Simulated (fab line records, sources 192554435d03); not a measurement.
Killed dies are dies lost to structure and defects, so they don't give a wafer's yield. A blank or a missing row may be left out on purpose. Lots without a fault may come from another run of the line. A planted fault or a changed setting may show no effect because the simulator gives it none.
Split-lot experiment | flow n5_finfet | 7 lots, 39 wafers read, on a route of 1938 steps

THE SPLIT
At N5_MIM_BOT_LITHO_DEVELOP_07 (develop time 60 s), the setting develop_time_s was moved away from the recipe's 60 s on 15 of the 39 wafers read, by -38.7% to +57.5%. The other wafers ran this setting at the recipe's value.

FROM THE SPLIT TO THE READING: what the file shows between them, 1 step
- N5_MIM_BOT_LITHO_HARDBAKE_09: time 120 s

THE READING
cd_nm, in nm, at N5_MIM_BOT_LITHO_CD_MEAS_08 (target cd 3000 nm). Fault-free wafers of this fab line usually give 3000.7 nm, standard deviation 1.6 nm.

wafer  | tool, chamber at the split | develop_time_s as run, s | against the recipe | cd_nm, nm | against lot-mates on the recipe
L076.1 | litho_track-03, 0          | 48.23                    | -19.6%             | 2997.8    | -3.6
L076.2 | litho_track-03, 0          | 60                       | recipe             | 3001.8    | -
L076.3 | litho_track-03, 0          | 60                       | recipe             | 2999.6    | -
L076.4 | litho_track-03, 0          | 48.23                    | -19.6%             | 2997.9    | -3.5
L076.5 | litho_track-03, 0          | 48.23                    | -19.6%             | 2997.3    | -4.1
L076.6 | litho_track-03, 0          | 60                       | recipe             | 3002.8    | -
L079.2 | litho_track-05, 0          | 60                       | recipe             | 3001.9    | -
L079.3 | litho_track-05, 0          | 60                       | recipe             | 3001.6    | -
L079.6 | litho_track-05, 0          | 60                       | recipe             | 3000.6    | -
L081.1 | litho_track-04, 0          | 60                       | recipe             | 3000.8    | -
L081.2 | litho_track-04, 0          | 60                       | recipe             | 3003.0    | -
L081.3 | litho_track-04, 0          | 73.97                    | +23.3%             | 3007.2    | +5.4
L081.4 | litho_track-04, 0          | 73.97                    | +23.3%             | 3006.0    | +4.2
L081.5 | litho_track-04, 0          | 73.97                    | +23.3%             | 3005.3    | +3.5
L081.6 | litho_track-04, 0          | 60                       | recipe             | 3001.5    | -
L083.1 | litho_track-04, 0          | 60                       | recipe             | 3000.2    | -
L083.2 | litho_track-04, 0          | 60                       | recipe             | 2999.9    | -
L083.3 | litho_track-04, 0          | 60                       | recipe             | 3001.5    | -
L083.4 | litho_track-04, 0          | 36.78                    | -38.7%             | 2990.7    | -9.8
L083.5 | litho_track-04, 0          | 36.78                    | -38.7%             | 2989.7    | -10.8
L083.6 | litho_track-04, 0          | 36.78                    | -38.7%             | 2990.3    | -10.2
L084.1 | litho_track-05, 0          | 60                       | recipe             | 3000.6    | -
L084.2 | litho_track-05, 0          | 84.56                    | +40.9%             | 3007.1    | +7.9
L084.3 | litho_track-05, 0          | 84.56                    | +40.9%             | 3006.3    | +7.1
L084.4 | litho_track-05, 0          | 60                       | recipe             | 2999.4    | -
L084.5 | litho_track-05, 0          | 84.56                    | +40.9%             | 3004.9    | +5.7
L084.6 | litho_track-05, 0          | 60                       | recipe             | 2997.5    | -
L085.1 | litho_track-03, 0          | 60                       | recipe             | 3001.9    | -
L085.2 | litho_track-03, 0          | 60                       | recipe             | 3000.3    | -
L085.3 | litho_track-03, 0          | 94.51                    | +57.5%             | 3010.1    | +8.4
L085.4 | litho_track-03, 0          | 60                       | recipe             | 3002.9    | -
L085.5 | litho_track-03, 0          | 94.51                    | +57.5%             | 3010.0    | +8.3
L085.6 | litho_track-03, 0          | 94.51                    | +57.5%             | 3008.4    | +6.7
L091.1 | litho_track-03, 0          | 60                       | recipe             | 2999.4    | -
L091.2 | litho_track-03, 0          | 60                       | recipe             | 3000.2    | -
L091.3 | litho_track-03, 0          | 60                       | recipe             | 2999.8    | -
L091.4 | litho_track-03, 0          | 60                       | recipe             | 2997.8    | -
L091.5 | litho_track-03, 0          | 60                       | recipe             | 3000.1    | -
L091.6 | litho_track-03, 0          | 60                       | recipe             | 2997.4    | -

THE FIT
A straight line over all 39 wafers: cd_nm changes by +0.183 nm for each +1% of develop_time_s; r = +0.93; the points scatter about the line by 1.8 nm.
The same after taking each lot's own level away (the mean of its wafers on the recipe; 39 wafers): +0.181 nm for each +1%; r = +0.95; scatter 1.4 nm.
On that fit, the largest move of develop_time_s shifts the reading by 10 nm.
The lots' own levels span 2999.12 to 3001.77 nm, that is 1.7 times the standard deviation above.
So the lot-to-lot level changes the slope little: the two slopes agree.
Check: with one of the wafers moved furthest among these (+57.5%) left out of the fit, the line predicts +10.2 nm for it against its lot-mates. It came out at +8.4 nm against them.

OTHER SPLITS ON THESE WAFERS
These wafers also went through other splits before the reading. Each is held against what the fit with the lots' levels taken away leaves over:
other split on the same wafers            | wafers away from the commonest value | r with cd_nm (lot level and that fit taken away)
N5_BEOL_M11_TRENCH_ETCH_37 target_depth_a | 15                                   | +0.21
N5_BEOL_M13_SPUTTER_44 time_s             | 15                                   | +0.05

THE FILE'S OWN FIT
cd_nm changes by +0.176 nm for each +1% of develop_time_s, r = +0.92.
